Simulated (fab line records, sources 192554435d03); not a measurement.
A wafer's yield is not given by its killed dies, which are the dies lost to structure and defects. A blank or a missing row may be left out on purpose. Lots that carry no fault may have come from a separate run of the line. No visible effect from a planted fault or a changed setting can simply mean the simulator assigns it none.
Matching of chambers :: flow n5Finfet :: 4 sister chambers for N5_BEOL_M3_ALD_84 on aldMetal-04
The step deposits TaN, pulse time 2 s, purge time 3 s, co reactant purge time 2 s. 4 wafers are shown with their chamber, then 8 later ones without.

== WAFERS WITH THEIR CHAMBER ==
wafer: L084.1
chamber: 0
heaterPowerW (W): 455

wafer: L085.5
chamber: 2
heaterPowerW (W): 357

wafer: L085.6
chamber: 1
heaterPowerW (W): 421

wafer: L092.2
chamber: 3
heaterPowerW (W): 399

== WAFERS WITH NO CHAMBER GIVEN ==
wafer: L092.4
heaterPowerW (W): 355

wafer: L092.6
heaterPowerW (W): 339

wafer: L093.1
heaterPowerW (W): 344

wafer: L093.4
heaterPowerW (W): 441

wafer: L093.6
heaterPowerW (W): 443

wafer: L096.1
heaterPowerW (W): 344

wafer: L096.4
heaterPowerW (W): 392

wafer: L096.6
heaterPowerW (W): 396

== WHICH CHAMBER EACH WENT THROUGH ==
wafer: L092.4
from the rows above: 2
in truth: 2

wafer: L092.6
from the rows above: 2
in truth: 2

wafer: L093.1
from the rows above: 2
in truth: 2

wafer: L093.4
from the rows above: can't be placed: 0 or 1
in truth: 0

wafer: L093.6
from the rows above: can't be placed: 0 or 1
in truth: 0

wafer: L096.1
from the rows above: 2
in truth: 2

wafer: L096.4
from the rows above: can't be placed: 3 or 1
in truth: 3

wafer: L096.6
from the rows above: can't be placed: 3 or 1
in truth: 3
Placed correctly: 4 of 8. Not placeable from these rows: 4 (in 4, the candidates include the true chamber). Wrongly placed: 0.
How it was worked out, from the rows above alone: a wafer's distance from a chamber is the root of the sum, over the readings, of the square of ((its reading less the chamber's mean) divided by the reading's scatter). The wafer belongs to the nearest chamber; if the next one is less than 2 further off, it can't be placed. A chamber's mean is the mean of its shown wafers. The scatter (one wafer shown for each chamber): square how far every hidden wafer sits from the nearest shown wafer, average those squares and take the square root.
